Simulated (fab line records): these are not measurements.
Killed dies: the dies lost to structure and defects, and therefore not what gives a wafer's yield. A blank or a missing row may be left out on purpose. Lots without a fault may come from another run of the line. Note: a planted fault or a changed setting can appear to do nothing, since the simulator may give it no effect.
Which tool was responsible? -- flow n5 finfet -- Sampling: 10 lots, 30 wafers, 5 of 1938 route steps

== WHAT EACH GAUGE READ, for each wafer ==
N5_BEOL_M6_RS_MEAS_57: uses a four-point probe to measure.
lot,measured,on,M6_RS (ohm/sq)
L774,day 13 04:19,film metro-01,0.278 0.278 0.275
L780,day 13 20:47,film metro-01,0.276 0.300 0.300
L777,day 13 22:36,film metro-02,0.291 0.293 0.302
L779,day 14 18:39,film metro-02,0.304 0.279 0.289
L781,day 15 00:01,film metro-01,0.288 0.296 0.290
L788,day 16 01:56,film metro-01,0.308 0.289 0.284
L787,day 16 15:59,film metro-02,0.284 0.284 0.284
L789,day 16 23:21,film metro-01,0.283 0.299 0.305
L792,day 17 02:54,film metro-01,0.286 0.310 0.263
L794,day 17 07:21,film metro-01,0.305 0.274 0.277

N5_BEOL_M6_INSPECT_58: inspects for defects (darkfield).
lot,measured,on,raw defect count
L774,day 13 04:20,defect inspect-01,77 73 80
L780,day 13 20:49,defect inspect-01,66 68 76
L777,day 13 22:38,defect inspect-01,73 70 69
L779,day 14 18:41,defect inspect-02,48 67 85
L781,day 15 00:02,defect inspect-02,90 53 58
L788,day 16 01:57,defect inspect-01,100 89 81
L787,day 16 16:00,defect inspect-01,101 88 47
L789,day 16 23:23,defect inspect-01,35 90 80
L792,day 17 02:55,defect inspect-01,47 63 50
L794,day 17 07:23,defect inspect-02,80 67 108

N5_BEOL_M7_THK_MEAS_01.
lot,measured,on,M7_ILD_THK (nm)
L774,day 13 05:41,film metro-01,154.7 159.1 156.9
L780,day 13 21:26,film metro-01,153.5 155.5 154.2
L777,day 13 23:43,film metro-01,156.4 158.0 157.4
L779,day 14 19:17,film metro-02,150.7 155.3 154.0
L781,day 15 00:39,film metro-02,153.0 209.8 157.3
L788,day 16 05:50,film metro-02,155.2 154.3 156.6
L787,day 16 17:12,film metro-01,153.4 209.0 154.6
L789,day 16 23:59,film metro-01,156.1 156.8 152.0
L792,day 17 04:01,film metro-01,151.1 154.1 155.8
L794,day 17 08:01,film metro-01,153.1 155.8 156.2

== TOOL THAT RAN EACH LOT (tool first, then ch and the chambers of the sampled wafers, then the start) ==
lot,N5_BEOL_M6_STRIP_36,N5_BEOL_M7_ILD_DEP_00
L774,"rie diel-04 ch 0,1, day 13 00:43","pecvd-03 ch 0,1, day 13 04:23"
L780,"rie diel-03 ch 0,2,3, day 13 17:32","pecvd-01 ch 0,1,2, day 13 20:51"
L777,"rie diel-03 ch 0,1, day 13 19:23","pecvd-02 ch 0,1,2, day 13 22:41"
L779,"rie diel-04 ch 0,1,3, day 14 15:55","pecvd-01 ch 0,1, day 14 18:43"
L781,"rie diel-01 ch 2,3, day 14 21:27","pecvd-01 ch 0,1,2, day 15 00:04"
L788,"rie diel-01 ch 0,2,3, day 15 15:12","pecvd-02 ch 0,1,2, day 16 01:59"
L787,"rie diel-04 ch 0,1,2, day 16 13:05","pecvd-01 ch 0,1,2, day 16 16:02"
L789,"rie diel-01 ch 2,3, day 16 20:25","pecvd-02 ch 0,1,2, day 16 23:25"
L792,"rie diel-03 ch 0,1,2, day 17 00:02","pecvd-03 ch 0,2, day 17 02:58"
L794,"rie diel-01 ch 1,2, day 17 04:01","pecvd-02 ch 0,2, day 17 07:25"
- N5_BEOL_M6_STRIP_36: strips in N2/H2.
- N5_BEOL_M7_ILD_DEP_00: deposits SiCOH lowk from DEMS/porogen, target thk 179.75 nm, time 33.4 s.

== AS READ BY THE TOOLS THEMSELVES (means over the sampled wafers that have a number; for cases with no such wafer, the mark the record gives instead) ==
N5_BEOL_M6_STRIP_36.
lot,tool,drypump motor current A (A),oes product au (a.u.),rf vpp V (V),showerhead plenum p Torr (Torr),throttle valve pct (%)
L774,rie diel-04,5.88,0.88,59.7,2.47,23.5
L780,rie diel-03,5.72,0.71,58.8,2.49,23.4
L777,rie diel-03,5.62,0.70,59.3,2.45,23.6
L779,rie diel-04,5.67,0.80,59.4,2.52,23.7
L781,rie diel-01,5.81,0.82,60.1,2.49,23.7
L788,rie diel-01,5.74,0.78,57.4,2.48,23.8
L787,rie diel-04,5.73,0.85,58.3,2.51,23.6
L789,rie diel-01,5.72,0.75,58.4,2.50,24.0
L792,rie diel-03,5.75,0.77,59.3,2.49,23.5
L794,rie diel-01,5.59,0.75,58.7,2.60,24.0

N5_BEOL_M7_ILD_DEP_00.
lot,tool,heater power w (W),showerhead plenum p Torr (Torr),throttle valve pct (%)
L774,pecvd-03,314,5.739,14.6
L780,pecvd-01,314,5.737,13.7
L777,pecvd-02,296,5.731,13.5
L779,pecvd-01,303,5.734,14.3
L781,pecvd-01,304,5.737,13.5
L788,pecvd-02,330,5.739,13.5
L787,pecvd-01,305,5.735,13.7
L789,pecvd-02,306,5.732,13.5
L792,pecvd-03,283,5.748,14.4
L794,pecvd-02,307,5.737,13.2

== THE ANSWER, worked out from the rows above alone ==
Rule: what is usual is taken from the lots themselves. Put in order of their means at a reading, lots are off if they are a third of the lots or fewer, leave a main group of 4 or more, and stand apart from it by a gap of 3 or more times the standard deviation of the main group's means; of several such gaps the widest counts. Not used: any main group whose means are identical at the precision the tables above print for the reading. Also off: a lot with no number at a reading for which 4 or more lots have one. Any other lot the step has rows for is counted as sound. After the gauges, taken in route order, come the tools' own readings; for these a lot's mean is taken, as printed above. The first step at which some lot is off is used, and at that step the reading that is off furthest; a lot without a number counts as furthest.
Off: at N5_BEOL_M7_THK_MEAS_01 (M7_ILD_THK), L781, L787. The main group: mean 155.1 nm, standard deviation 1.3.
A tool fits if, at a process step before that reading, it ran every lot that is off, and no sound lot after the first of them. The gauges at N5_BEOL_M7_THK_MEAS_01 are tried like those tools. One fits: N5_BEOL_M7_ILD_DEP_00 on pecvd-01. Its last sound lot is L779 (day 14 18:43), its first lot that is off L781 (day 15 00:04): a fault that began between those two fits.

== WHAT THE SIMULATOR HAD INSERTED ==
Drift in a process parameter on pecvd-01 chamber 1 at N5_BEOL_M7_ILD_DEP_00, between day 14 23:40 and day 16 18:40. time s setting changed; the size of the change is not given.
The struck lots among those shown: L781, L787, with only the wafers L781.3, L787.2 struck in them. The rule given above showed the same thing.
